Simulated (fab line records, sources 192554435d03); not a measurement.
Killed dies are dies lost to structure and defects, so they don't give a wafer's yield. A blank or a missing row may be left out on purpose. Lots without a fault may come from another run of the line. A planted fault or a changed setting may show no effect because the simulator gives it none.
Chamber matching | flow n5_finfet | N5_BEOL_M0_SAQP_ETCH_101 on rie_diel-02: 4 sister chambers
The step etches SiNx in CH3F/O2, target depth 29.9 nm, time 42.7 s. 8 wafers are shown with their chamber, then 10 later ones without.

WAFERS WITH THEIR CHAMBER
wafer  | chamber | showerhead_plenum_p_Torr (Torr) | throttle_valve_pct (%)
L078.6 | 3       | 1.91                            | 16.34
L083.2 | 0       | 2.05                            | 16.46
L087.5 | 3       | 1.91                            | 16.35
L087.6 | 2       | 2.02                            | 15.91
L088.1 | 0       | 2.05                            | 16.47
L088.5 | 1       | 1.93                            | 16.28
L091.1 | 1       | 1.93                            | 16.29
L091.4 | 2       | 2.01                            | 15.92

WAFERS WITHOUT THEIR CHAMBER
wafer  | showerhead_plenum_p_Torr (Torr) | throttle_valve_pct (%)
L091.5 | 1.93                            | 16.31
L093.1 | 1.90                            | 16.39
L093.4 | 1.93                            | 16.30
L093.6 | 2.04                            | 16.49
L094.1 | 2.04                            | 16.50
L094.2 | 2.01                            | 15.91
L094.6 | 2.04                            | 16.51
L097.1 | 2.01                            | 15.95
L097.2 | 1.90                            | 16.38
L097.3 | 2.04                            | 15.98

WHICH CHAMBER EACH WENT THROUGH
wafer  | from the rows above | in truth
L091.5 | 1                   | 1
L093.1 | 3                   | 3
L093.4 | 1                   | 1
L093.6 | 0                   | 0
L094.1 | 0                   | 0
L094.2 | 2                   | 2
L094.6 | 0                   | 0
L097.1 | 2                   | 2
L097.2 | 3                   | 3
L097.3 | 2                   | 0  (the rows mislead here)
Placed correctly: 9 of 10. Can't be placed from these rows: 0. Placed wrongly: 1.
How it was worked out, from the rows above alone: a wafer's distance from a chamber is the root of the sum, over the readings, of the square of ((its reading less the chamber's mean) divided by the reading's scatter). The wafer belongs to the nearest chamber; if the next one is less than 2 further off, it can't be placed. A chamber's mean is the mean of its shown wafers. The scatter: the root of (the sum of the squares of (reading less its chamber's mean) over the shown wafers, divided by (wafers less chambers)).
